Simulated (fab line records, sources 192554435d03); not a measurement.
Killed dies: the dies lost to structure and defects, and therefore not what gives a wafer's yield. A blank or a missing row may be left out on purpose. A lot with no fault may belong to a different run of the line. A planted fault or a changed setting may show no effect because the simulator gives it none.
One fault seen from 3 desks ; flow n5-finfet ; each desk holds nothing but its own numbers, with what lay behind them at the end

FROM THE METROLOGY DESK
Lot by lot, what the gauges showed, no matter which tool ran the lot: averages of those sampled wafers that carry a number. Any lot whose mean is over 4 standard deviations away from the usual mean is out of limits and marked OUT; that distance is given in the brackets. Only the readings that lie furthest out on some lot appear, 7 of the 12 it has.
Columns: A = DIBL_P at N5_BEOL_M4_RC_MEAS_101, usual 36.4 mV/V; B = IOFF_N at N5_BEOL_M4_RC_MEAS_101, usual 0.167 nA/um; C = IOFF_P at N5_BEOL_M4_RC_MEAS_101, usual 0.219 nA/um; D = ION_N at N5_BEOL_M4_RC_MEAS_101, usual 678 uA/um; E = SS_P at N5_BEOL_M4_RC_MEAS_101, usual 73.4 mV/dec; F = VT_N at N5_BEOL_M4_RC_MEAS_101, usual 248.5 mV; G = VT_P at N5_BEOL_M4_RC_MEAS_101, usual -249 mV
lot;first seen here;A;B;C;D;E;F;G
L121;day 7 02:20;36.5;0.188;0.240;684;73.7;246.6;-249
L123;day 7 02:32;36.8;0.196;0.261;688;74.0;243.9;-244
L122;day 7 06:37;34.8;0.145;0.198;672;73.3;251.9;-250
L140;day 12 09:59;35.8;0.151;0.182;675;73.2;250.6;-253
L141;day 12 19:47;38.2;0.167;0.229;678;73.4;249.4;-250
L142;day 12 22:20;37.7;0.210;0.259;695;74.2;243.9;-248
This desk's verdict: no lot among the 6 shows anything out of limits.

THE DEFECT DESK
What the inspections along the route counted, lot by lot: means of the sampled wafers that have a number. Any lot whose mean is over 4 standard deviations away from the usual mean is out of limits and marked OUT; that distance is given in the brackets.
Columns: A = raw-defect-count at N5_BEOL_M2_INSPECT_13, usual 394
lot;first seen here;A
L121;day 7 02:25;406
L123;day 7 02:38;446
L122;day 7 06:43;457
L140;day 12 10:04;438
L141;day 12 19:52;371
L142;day 12 22:25;397
This desk's verdict: no lot among the 6 shows anything out of limits.

TOOL OWNER'S DESK, rie-diel-01
The tool's own readings at N5_BEOL_M2_ETCH_64 (etches SOC in N2/H2, target depth 75 nm, overetch 22.5 nm, time 121.9 s): means of the sampled wafers that have a number, for each lot that ran on this tool. Any lot whose mean is over 4 standard deviations away from the usual mean is out of limits and marked OUT; that distance is given in the brackets.
Columns: A = bias-w at N5_BEOL_M2_ETCH_64, usual 150.0 W; B = drypump-motor-current-A at N5_BEOL_M2_ETCH_64, usual 5.7 A; C = oes-product-au at N5_BEOL_M2_ETCH_64, usual 0.61 a.u.; D = rf-vpp-V at N5_BEOL_M2_ETCH_64, usual 524.0 V; E = showerhead-plenum-p-Torr at N5_BEOL_M2_ETCH_64, usual 2.55 Torr; F = throttle-valve-pct at N5_BEOL_M2_ETCH_64, usual 17.88 %
lot;first seen here;A;B;C;D;E;F
L123;day 7 03:04;149.8;5.3;0.57;525.0;2.57;17.95
L122;day 7 07:15;150.2;5.1;0.56;524.8;2.59;17.84
L140;day 12 10:11;164.1 (+32) OUT;5.8;0.58;552.7 (+18) OUT;2.51;18.03
L141;day 12 20:12;164.0 (+32) OUT;5.3;0.60;552.9 (+18) OUT;2.55;17.89
Finding of this desk: L140, L141 out of limits; the first was L140 at day 12 10:11, on bias-w at N5_BEOL_M2_ETCH_64. In limits: L123, L122.

BROUGHT TOGETHER
An alarm could have come from the tool owner's desk at day 12 10:11, on L140, L141.
At the metrology desk, nothing out of limits was observed.
Nothing out of limits was seen by the defect desk.
The metrology desk has L140, L141 on record, within its limits.
The defect desk has L140, L141 on record, within its limits.
Every lot named ran N5_BEOL_M2_ETCH_64 on rie-diel-01.

WHAT WAS PUT IN BY THE SIMULATOR
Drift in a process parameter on rie-diel-01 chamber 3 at N5_BEOL_M2_ETCH_64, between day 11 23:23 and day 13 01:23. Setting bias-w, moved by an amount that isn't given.
Struck lots among those shown: L140, L141.
Delay in hours, fault start to first out-of-limits reading, by desk: the tool owner's desk at 11.
